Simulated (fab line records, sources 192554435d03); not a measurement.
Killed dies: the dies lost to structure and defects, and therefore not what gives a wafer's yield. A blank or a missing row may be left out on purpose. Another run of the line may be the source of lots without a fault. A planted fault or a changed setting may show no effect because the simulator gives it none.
fab line records | flow n5-finfet
record lots=4 wafers=12 last-day=18
route steps=1938 shown BEOL_M6@1239 BEOL_M7@1263 PASSIVATION@1936
lots that met no fault: from a run of the same line without faults
start-h: start of the lot's first displayed wafer, in hours after the record's first day | wait-h: hours elapsed since this lot's preceding step | " the same as in the row above | L1.1+2: several wafers, shown together as one row | - no value, or no start given | * or withheld: withheld | < > ~ a bound
route shown NAME@n: a module of which the file shows steps, and the number in the route of the first | usual: average and standard deviation across the fault-free wafers | same: alike in all rows | chamber/n: place in a boat | sites: the reading at each site | _std_site: standard deviation across them | _edge_site: inner sites' mean taken away from outer sites' mean | radius-mm: for every site, how far away it sits from the centre of the wafer | mask NAME#n: copy n | behind: the last tool/chamber to shape the wafer | hold: cause of the lot's hold/its duration in hours/its outcome | device: the transistor (n, p or np) that didn't switch | end of line: at the end of the route, the tests of the same wafers | for a step that has no rows: nothing shown but its recipe | killed: the dies lost at the first sort to structure and to defects; this is not the yield of the wafer | map: shows each die of a wafer: x if killed, . if not, _ if none is there
set.NAME: setting as actually run; set.NAME@STEP: the setting as run at that earlier step | model.NAME: the simulator's own value behind a step, which no gauge read
a table for each step, a row for each wafer; lots at some steps of the route
services: a tool's chamber out of use, with start hour (start-h, from the record's first day; less than 0 if before it), hours out, and reason
## steps
# step N5_BEOL_M6_TRENCH_ETCH_37
# recipe chemistry=C4F6/O2 target-depth-a=944.35 target=SiCOH_lowk time-s=31.5 ion-energy-ev=250 pressure-mtorr=30 source-w=345 bias-w=185 Ar_flow_sccm=300 C4F6_flow_sccm=10 O2_flow_sccm=10
# step N5_BEOL_M6_ETCH_41
# recipe chemistry=CH3F/O2 target=SiCN target-depth-a=297 taper-deg=2 time-s=52 ion-energy-ev=120 mask-material=TiN pressure-mtorr=30 source-w=395 bias-w=75 Ar_flow_sccm=150 CH3F_flow_sccm=30 O2_flow_sccm=20
# step N5_BEOL_M6_STRIP_80
# recipe chemistry=N2/H2 time-s=10 power-w=450 temp-c=40 pressure-mtorr=20 rf-frequency-hz=6e+07 bias-power-w=7 n2-flow-sccm=200 h2-flow-sccm=200
# step N5_BEOL_M6_HM_STRIP_39
# recipe chemistry=peroxide-tin-strip material=TiN target-depth-a=250 temp-c=50 time-s=158
# step N5_BEOL_M6_SRD_40
# recipe time-s=30 temp-c=23 rinse-liquid=diw dry=ipa-marangoni
# step N5_BEOL_M6_PRECLEAN_42
# recipe chemistry=residue-remover time-s=60 temp-c=40
# step N5_BEOL_M6_SRD_43
# recipe time-s=30 temp-c=23 rinse-liquid=diw dry=ipa-marangoni
# step N5_BEOL_M6_CURE_75
# recipe temp-c=370 time-s=120 ambient=DMADMS/He material=SiCOH_lowk
# step N5_BEOL_M6_DEGAS_44
# recipe ambient=vacuum temp-c=250 time-s=60
# step N5_BEOL_M6_PRE_CLEAN_45
# recipe gas=H2/He time-s=30 temp-c=250
# step N5_BEOL_M6_ALD_77
# recipe material=TaN target-thk-a=20 temp-c=275 ald-precursor-family=PDMAT ald-co-reactant=NH3 pressure-torr=3 carrier-flow-sccm=1500 pulse-time-s=2 purge-time-s=3 co-reactant-purge-time-s=2 co-reactant-pulse-time-s=3 ald-cycles=40 precursor-vessel-temp-c=75 precursor-vessel-pressure-torr=26.25 precursor-vessel-carrier-sccm=1000
# usual heater-power-w=405/44
# columns lot.wafer tool chamber start-h wait-h heater-power-w
L418.3 ald-metal-03 0 271.27 0.3 422
L418.4 " 1 " " 371
L418.5 " 1 " " 365
L422.2 ald-metal-03 1 282.60 0.0 370
L422.4 " 2 " " 510
L422.6 " 0 " " 440
L423.1 ald-metal-03 2 282.90 0.0 520
L423.2 " 1 " " 373
L423.5 " 2 " " 521
L433.2 ald-metal-01 0 347.64 0.0 434
L433.3 " 1 " " 407
L433.4 " 3 " " 345
# step N5_BEOL_M6_SURFACE_TREAT_79
# recipe gas=Ar time-s=* ion-energy-ev=* ion-current-ma-cm2=0.5 pressure-mtorr=* ar-flow-sccm=30
# step N5_BEOL_M6_CVD_78
# recipe material=Co target-thk-a=20 temp-c=withheld precursor=CCTBA/H2 pressure-torr=30 time-s=142.3
# step N5_BEOL_M6_SPUTTER_48
# recipe material=Cu target-thk-a=100 temp-c=-20 bias-v=60 power-w=26000 chamber-pressure-pa=0.13 time-s=1.667
# step N5_BEOL_M6_ECD_50
# recipe material=Cu target-thk-a=3000
# step N5_BEOL_M6_ANNEAL_51
# recipe temp-c=225 time-s=90 ambient=N2
# step N5_BEOL_M6_CMP_52
# recipe stop-on=SiCOH_lowk t-overpolish-s=6.9 down-force-psi=1 platen-rpm=50 clearing-platen-down-force-psi=1.5 clearing-platen-rpm=50 post-cmp-clean=cu-alkaline target-thk-nm=80 clearing-platen-pad-velocity-m-s=0.99484 pad-velocity-m-s=0.99484
# step N5_BEOL_M6_PRE_CLEAN_55
# recipe gas=NH3 time-s=15 temp-c=withheld rf-power-w=300
# step N5_BEOL_M6_DEP_56
# recipe material=SiCN target-thk-a=100 temp-c=withheld precursor=3MS/NH3 pressure-torr=3 rf-w=202 time-s=17.5
# step N5_BEOL_M7_ILD_DEP_00
# recipe material=SiCOH_lowk target-thk-a=1797.5 temp-c=300 precursor=DEMS/porogen pressure-torr=5 rf-w=500 time-s=33.4
# step N5_BEOL_M7_CURE_74
# recipe temp-c=385 time-s=240 ambient=He/Ar material=SiCOH_lowk
# step N5_BEOL_M7_PECVD_70
# recipe material=SiO2 target-thk-a=200 temp-c=400 precursor=TEOS/O2 pressure-torr=5.5 rf-w=450 teos-flow-sccm=53.8 gas=O2 flow-sccm=3000 time-s=22.7
# step N5_BEOL_M7_HM_DEP_02
# recipe material=TiN target-thk-a=200 temp-c=25 chamber-pressure-pa=0.49996
# step N5_BEOL_M7_COAT_59
# recipe resist=SOC temp-c=250 time-s=60 spin-rpm=1500 resist-thk-nm=100
# step N5_BEOL_M7_COAT_60
# recipe resist=SiARC temp-c=220 time-s=60 spin-rpm=1500 resist-thk-nm=35
# step N5_BEOL_M7_COAT_05
# recipe resist=CAR-ArF spin-rpm=1500 resist-thk-nm=90
# step N5_BEOL_M7_EBR_07
# recipe solvent=PGMEA ebr-width-mm=1.5
# step N5_BEOL_M7_SOFTBAKE_06
# recipe temp-c=110 time-s=60 resist=CAR-ArF
# step N5_BEOL_M7_EXPOSE_08
# recipe mask-id=M7 na=1.35 source-shape=dipole sigma-inner=0.817 sigma-outer=0.97 polarization=te dose-mj=68.25
# step N5_BEOL_M7_PEB_09
# recipe peb-temp-c=withheld peb-time-s=60 resist=CAR-ArF
# step N5_BEOL_M7_DEVELOP_10
# recipe develop-time-s=30 developer=TMAH resist=CAR-ArF rinse-liquid=diw dry=air-spin dev-temp-c=23
# step N5_BEOL_M7_DESCUM_16
# recipe chemistry=O2 time-s=7.9 source-power-w=50 bias-power-w=20 pressure-mtorr=20 rf-frequency-hz=2.712e+07 temp-c=40 resist=CAR-ArF o2-flow-sccm=225
# step N5_BEOL_M7_ETCH_61
# recipe chemistry=CF4 target=SiARC target-depth-a=455 mask-material=CAR-ArF time-s=75.8 ion-energy-ev=80 pressure-mtorr=40 source-w=545 bias-w=36 Ar_flow_sccm=100 cf4-flow-sccm=100 ends=cleared
# step N5_PASSIVATION_PROBE_49
# usual defect-limited-yield=91.4/1.5 killed_at_M0_to_M3=33/11 killed_at_M4_up=14/5.3 killed-at-contacts=13/6.2 killed-at-front-end=39/13 killed-at-other=3.1/2.8 killed-dies=102/17 killed-on-rim=13/3.8 killed-open=68/13 killed-short=32/7.8 sort_bin_5_function=5.1/0.95 sort_bin_6_memory=3.2/0.7 sort-n-pass=1078/18 sort-yield-pct=91.3/1.5
# same gross-dies=1180 killed-at-back-side=0 sort_bin_4_leakage[%]=0 sort_bin_8_speed[%]=0
# columns lot.wafer tool chamber start-h wait-h defect-limited-yield[%] killed_at_M0_to_M3 killed_at_M4_up killed-at-contacts killed-at-front-end killed-at-other killed-dies killed-on-rim killed-open killed-short sort_bin_5_function[%] sort_bin_6_memory[%] sort-n-pass sort-yield-pct[%]
L418.3 prober-02 - 357.97 0.1 89.3 56 15 22 31 2 126 20 88 36 6.3 4.2 1054 89.3
L418.4 prober-02 - 358.02 0.2 90.4 39 7 14 50 3 113 16 83 30 5.5 3.9 1067 90.4
L418.5 prober-02 - 358.07 0.2 89.6 40 13 15 48 7 123 15 87 34 6.4 3.8 1057 89.6
L422.2 prober-01 - 371.75 0.1 81.0 33 153 7 28 3 224 15 61 30 11.3 4.4 956 81.0
L422.4 prober-01 - 371.85 0.2 87.3 22 91 7 28 2 150 28 52 21 8.1 2.8 1030 87.3
L422.6 prober-01 - 371.95 0.3 85.4 37 83 8 36 8 172 29 81 37 7.7 4.9 1008 85.4
L423.1 prober-01 - 373.06 0.0 84.2 13 84 17 71 1 186 31 77 40 9.5 4.2 994 84.2
L423.2 prober-01 - 373.11 0.1 81.9 22 140 13 36 2 213 13 50 31 11.9 3.7 967 81.9
L423.5 prober-01 - 373.26 0.2 84.3 30 86 22 38 9 185 33 75 34 9.7 4.1 995 84.3
L433.2 prober-02 - 434.76 0.2 90.3 23 10 16 63 2 114 11 83 28 6.9 2.5 1066 90.3
L433.3 prober-02 - 434.81 0.2 91.5 32 9 16 39 4 100 14 69 28 5.3 3.0 1080 91.5
L433.4 prober-02 - 434.86 0.3 91.3 29 13 25 34 2 103 12 70 30 6.1 2.2 1077 91.3
# killed by level:class
L418.3 MOL_CONTACT_COAG:geometric-particle:open=19 BEOL_M1:geometric-particle:open=14 BEOL_M0_SAQP:geometric-particle:short=13 BEOL_M0_SAQP:geometric-particle:open=13 STI_FIN_REVEAL:geometric-particle:open=9 BEOL_M4:geometric-particle:open=8 FIN_SAQP:geometric-particle:short=5 BEOL_M1:geometric-particle:short=5
L418.4 STI_FIN_REVEAL:geometric-particle:open=20 MOL_CONTACT_COAG:geometric-particle:open=12 BEOL_M0_SAQP:geometric-particle:open=10 BEOL_M0_SAQP:geometric-particle:short=9 BEOL_M1:geometric-particle:open=7 FIN_SAQP:geometric-particle:open=6 FIN_SAQP:geometric-particle:short=5 DUMMY_GATE:geometric-particle:open=5
L418.5 STI_FIN_REVEAL:geometric-particle:open=24 BEOL_M1:geometric-particle:open=17 MOL_CONTACT_COAG:geometric-particle:open=12 DUMMY_GATE:geometric-particle:open=7 BEOL_M0_SAQP:geometric-particle:open=6 BEOL_M4:geometric-particle:open=6 BEOL_M0_SAQP:geometric-particle:short=5 BEOL_M4:geometric-particle:short=5
L422.2 BEOL_M6:unspecified=132 FIN_SAQP:geometric-particle:open=11 BEOL_M4:geometric-particle:open=11 BEOL_M1:geometric-particle:open=8 BEOL_M0_SAQP:geometric-particle:short=7 BEOL_M0_SAQP:geometric-particle:open=6 BEOL_M2:geometric-particle:open=6 MOL_CONTACT_COAG:geometric-particle:open=5
L422.4 BEOL_M6:unspecified=77 BEOL_M4:geometric-particle:open=10 BEOL_M3:geometric-particle:open=7 STI_FIN_REVEAL:geometric-particle:open=6 MOL_CONTACT_COAG:geometric-particle:open=5 BEOL_M0_SAQP:geometric-particle:short=4 FIN_SAQP:geometric-particle:open=3 BEOL_M1:geometric-particle:open=3
L422.6 BEOL_M6:unspecified=52 BEOL_M4:geometric-particle:open=15 FIN_SAQP:geometric-particle:short=12 BEOL_M2:geometric-particle:open=9 BEOL_M3:geometric-particle:open=8 MOL_CONTACT_COAG:geometric-particle:open=8 BEOL_M0_SAQP:geometric-particle:open=7 FIN_SAQP:geometric-particle:open=6
L423.1 BEOL_M6:unspecified=69 STI_FIN_REVEAL:geometric-particle:open=28 MOL_CONTACT_COAG:geometric-particle:open=12 GATE_CUT:geometric-particle:short=10 GATE_CUT:geometric-particle:open=7 STI_FIN_REVEAL:geometric-particle:short=5 MOL_CONTACT_COAG:geometric-particle:short=5 FIN_SAQP:geometric-particle:short=4
L423.2 BEOL_M6:unspecified=130 STI_FIN_REVEAL:geometric-particle:open=11 FIN_SAQP:geometric-particle:short=10 MOL_CONTACT_COAG:geometric-particle:open=7 BEOL_M4:geometric-particle:open=7 MOL_CONTACT_COAG:geometric-particle:short=6 BEOL_M2:geometric-particle:open=6 BEOL_M0_SAQP:geometric-particle:open=5
L423.5 BEOL_M6:unspecified=75 MOL_CONTACT_COAG:geometric-particle:open=15 STI_FIN_REVEAL:geometric-particle:open=11 BEOL_M2:geometric-particle:open=10 BEOL_M4:geometric-particle:open=8 MOL_CONTACT_COAG:geometric-particle:short=7 BEOL_M3:geometric-particle:open=7 FIN_SAQP:geometric-particle:short=5
L433.2 STI_FIN_REVEAL:geometric-particle:open=16 MOL_CONTACT_COAG:geometric-particle:open=15 FIN_SAQP:geometric-particle:open=8 BEOL_M1:geometric-particle:open=7 DUMMY_GATE:geometric-particle:open=6 GATE_CUT:geometric-particle:short=6 STARTING-WAFER:geometric-particle:open=6 BEOL_M2:geometric-particle:open=6
L433.3 STI_FIN_REVEAL:geometric-particle:open=20 MOL_CONTACT_COAG:geometric-particle:open=14 BEOL_M0_SAQP:geometric-particle:short=10 BEOL_M0_SAQP:geometric-particle:open=5 BEOL_M1:geometric-particle:open=5 BEOL_M3:geometric-particle:open=5 GATE_CUT:geometric-particle:short=4 GATE_CUT:geometric-particle:open=3
L433.4 MOL_CONTACT_COAG:geometric-particle:open=19 BEOL_M1:geometric-particle:open=10 GATE_CUT:geometric-particle:open=6 MOL_CONTACT_COAG:geometric-particle:short=6 BEOL_M0_SAQP:geometric-particle:open=5 BEOL_M2:geometric-particle:open=5 ILD0:geometric-particle:short=5 FIN_SAQP:geometric-particle:open=4
# map L422.2 (x killed, . not)
_________________.......x....________________
______________....x.......x...x._____________
___________..x.....................__________
__________...x.............x..x....x_________
________..........x...x...x.....x....._______
_______......................xx...x....______
______x........................x...xx..._____
_____........x..........x................____
____...xxxx.x.xx.x.....x.x.x..............___
___..xxxxxxxxxxxx.x.....................x..__
___....xxxxxxxx.xxxx.x...................x.__
__.xx.xxxxxxxxxxxx.........................._
__...xxxxxxxxxxxxxxxx.x....................x_
_.x..xxxxxxxxxxxxxxx.........x..x.......x.x..
_...x.xxxxxxxxxxxxxx......x.xx.......x.......
_......xxxxxxxxxxx...x...x.............x...x.
_..x.x..xxxxxxxxx............................
_....xx.xxxxxx.xx........................x...
_.......x.xxx.xxx............................
_...........xx..xx.x................x..x...x.
_..........xxxx.......x........x.............
__...x.............x................x..x...x_
__...x.....x................................_
___.........x......x........x..............__
___..................xx.....x......x.......__
____....x.x...x.........x......x..........___
_____.x.......................x..........____
______.................................._____
_______....x......................x...x______
________x............................._______
__________........x.xx...........x.._________
___________........................__________
______________....x...x......x.._____________
_________________x......x....________________
# map L423.2 (x killed, . not)
_________________............________________
______________.................._____________
___________.......xx......x.......x__________
__________.........................._________
________................x............x_______
_______...........x......xx............______
______..x.......x....x............x....._____
_____....x.x.xx........................x.____
____...x.xxxxxx..x.................x......___
___...xxx..xxxxx.x.........x.x.x...........__
___...xxxxxxxxxxx.xx..x....................__
__...x.xxxxxxxxxxxxx..................x....._
__...xxxxxxxxxxxxxx.x...................x..._
_.xxx..xxxxxxxxxxx.x.x............x..........
_....x.xxxxxxxxxxxx.x.x................x.....
_.xx..xxxxxxxxxxxx.x.................x..x....
_x.....xxxxxxxxxxx.x.........................
_x...x.xxxxxxxxxxx...............x...........
_.....xxxxxx.xxx....x........................
_...........xxxx.......x.x............x......
_......x...x...........x........x..x.........
__.....................x.x..x....x....x....x_
__............x.......x....................._
___.x...........x.xx...............x.......__
___........................................__
____.x.........x...x......x...............___
_____.................x..................____
______..x............x...........x.....x_____
_______x...............................______
________..............x...x.........x._______
__________.x........................_________
___________........................__________
______________.......x...x.....x_____________
_________________............________________
## services
# columns tool chamber start-h hours kind
ald-metal-03 - 281.98 0.6 repair
ald-metal-03 - 315.92 2.8 pm
ald-metal-03 - 332.75 8.7 pm
## key
first-sign step=N5_PASSIVATION_PROBE_49 reading=killed_at_M4_up direction=up sigmas=17 usual=14 struck=106
effect step=N5_PASSIVATION_PROBE_49 reading=defect-limited-yield direction=down sigmas=4.9 usual=91.4 struck=84.0
more-kills-born-at N5_BEOL_M6_ALD_77@ald-metal-03=535
met-at N5_BEOL_M6_ALD_77
struck-wafers L422.2,L422.4,L422.6,L423.1,L423.2,L423.5
fault kind=chamber-particle-source tool=ald-metal-03 chamber=- onset-h=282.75 steps=N5_BEOL_M6_ALD_77 rate-per-visit-cm2=1.0735 end-h=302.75
